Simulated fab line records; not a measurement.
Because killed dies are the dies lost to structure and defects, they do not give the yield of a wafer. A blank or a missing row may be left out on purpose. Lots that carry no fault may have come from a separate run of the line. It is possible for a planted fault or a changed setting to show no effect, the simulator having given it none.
Chamber matching / flow n5_finfet / N5_BEOL_M0_SAQP_MANDREL_ETCH_20 on rie_si-04 has 4 sister chambers
The step etches a-Si in HBr/Cl2, stops on SiNx, target depth 60 nm, bt time 10 s, time 30 s. 4 wafers are shown with their chamber, then 8 later ones without.

## EACH WAFER AND ITS CHAMBER
wafer=L082.4; chamber=2; throttle_valve_pct (%)=35.9
wafer=L086.3; chamber=3; throttle_valve_pct (%)=34.6
wafer=L089.3; chamber=0; throttle_valve_pct (%)=34.5
wafer=L091.3; chamber=1; throttle_valve_pct (%)=35.2

## WAFERS WITH NO CHAMBER GIVEN
wafer=L091.4; throttle_valve_pct (%)=34.6
wafer=L091.6; throttle_valve_pct (%)=35.9
wafer=L093.2; throttle_valve_pct (%)=34.5
wafer=L093.5; throttle_valve_pct (%)=34.6
wafer=L093.6; throttle_valve_pct (%)=35.9
wafer=L095.1; throttle_valve_pct (%)=35.1
wafer=L095.2; throttle_valve_pct (%)=34.5
wafer=L095.3; throttle_valve_pct (%)=34.6

## WHICH CHAMBER EACH WENT THROUGH
wafer=L091.4; from the rows above=3; in truth=3
wafer=L091.6; from the rows above=2; in truth=2
wafer=L093.2; from the rows above=0; in truth=0
wafer=L093.5; from the rows above=3; in truth=3
wafer=L093.6; from the rows above=2; in truth=2
wafer=L095.1; from the rows above=1; in truth=1
wafer=L095.2; from the rows above=0; in truth=0
wafer=L095.3; from the rows above=3; in truth=3
Correctly placed: 8 of 8. Not placeable from these rows: 0. Number placed wrongly: 0.
How it was worked out, from the rows above alone: a wafer's distance from a chamber is the root of the sum, over the readings, of the square of ((its reading less the chamber's mean) divided by the reading's scatter). The wafer belongs to the nearest chamber; if the next one is less than 2 further off, it can't be placed. Each chamber's mean is taken over the wafers shown for it. The scatter: with one shown wafer a chamber, the root of the mean of the squares of how far each hidden wafer lies from its nearest shown one.
